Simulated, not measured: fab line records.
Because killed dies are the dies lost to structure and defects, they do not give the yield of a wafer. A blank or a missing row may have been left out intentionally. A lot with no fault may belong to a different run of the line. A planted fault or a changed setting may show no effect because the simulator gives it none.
Matching of chambers -- flow nandHarc -- NHARC_P_ZERO_WELL_ETCH_63 on rieSi-02: 4 sister chambers
The step etches the open film in HBr/Cl2, target depth 120 nm, time 40.1 s. 16 wafers are shown with their chamber, then 8 later ones without.

== WAFERS PAIRED WITH THEIR CHAMBERS ==
wafer,chamber,drypumpMotorCurrentA (A),oesProductAu (a.u.),heBacksideLeakSccm (sccm)
L342.1,0,5.99,1.016,2.70
L342.3,1,5.35,1.008,2.55
L342.5,0,5.96,1.014,2.73
L346.1,0,5.96,1.008,2.43
L346.2,2,5.90,1.003,2.73
L346.3,1,5.37,1.006,2.80
L350.1,3,5.74,0.993,2.65
L350.2,0,5.97,1.003,2.73
L350.6,2,6.00,1.010,2.61
L355.2,3,5.71,0.994,2.66
L355.4,2,5.96,1.014,2.62
L355.5,1,5.33,1.002,2.67
L357.1,3,5.71,0.990,2.62
L357.3,2,5.95,0.999,2.70
L357.6,0,5.99,1.003,2.58
L358.2,1,5.35,1.003,2.72

SIGNATURES (averages over the wafers above)
reading,chamber 0,chamber 1,chamber 2,chamber 3,scatter within a chamber
drypumpMotorCurrentA,5.9740,5.3500,5.9525,5.7200,0.0248
oesProductAu,1.00880,1.00475,1.00650,0.99233,0.00513
heBacksideLeakSccm,2.6340,2.6850,2.6650,2.6433,0.0964
Rule: for a wafer and a chamber, the distance is found by dividing, reading by reading, the gap between the wafer's reading and the chamber's mean by the reading's scatter, squaring, summing and taking the root. If the next closest chamber is less than 2 further off than the closest, the wafer can't be placed; otherwise it belongs to the closest. The scatter is the square root of a quotient: the sum, over the shown wafers, of each reading's squared deviation from its chamber's mean, divided by wafers minus chambers.

== WAFERS MISSING THEIR CHAMBER ==
wafer,drypumpMotorCurrentA (A),oesProductAu (a.u.),heBacksideLeakSccm (sccm)
L358.3,5.96,1.003,2.68
L358.4,5.94,0.998,2.76
L361.1,5.31,1.004,2.95
L361.3,5.72,0.986,2.70
L361.6,5.72,0.992,2.58
L364.2,5.31,1.007,2.55
L364.3,5.74,0.995,2.66
L364.4,5.98,0.998,2.50

== CHAMBER TAKEN BY EACH ==
wafer,from the rows above,in truth
L358.3,can't be placed: 2 or 0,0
L358.4,can't be placed: 2 or 0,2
L361.1,1,1
L361.3,3,3
L361.6,3,3
L364.2,1,1
L364.3,3,3
L364.4,can't be placed: 0 or 2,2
Correct placement for 5 of the 8. Not placeable from these rows: 3 (in 3, the candidates include the true chamber). 0 placed wrongly.
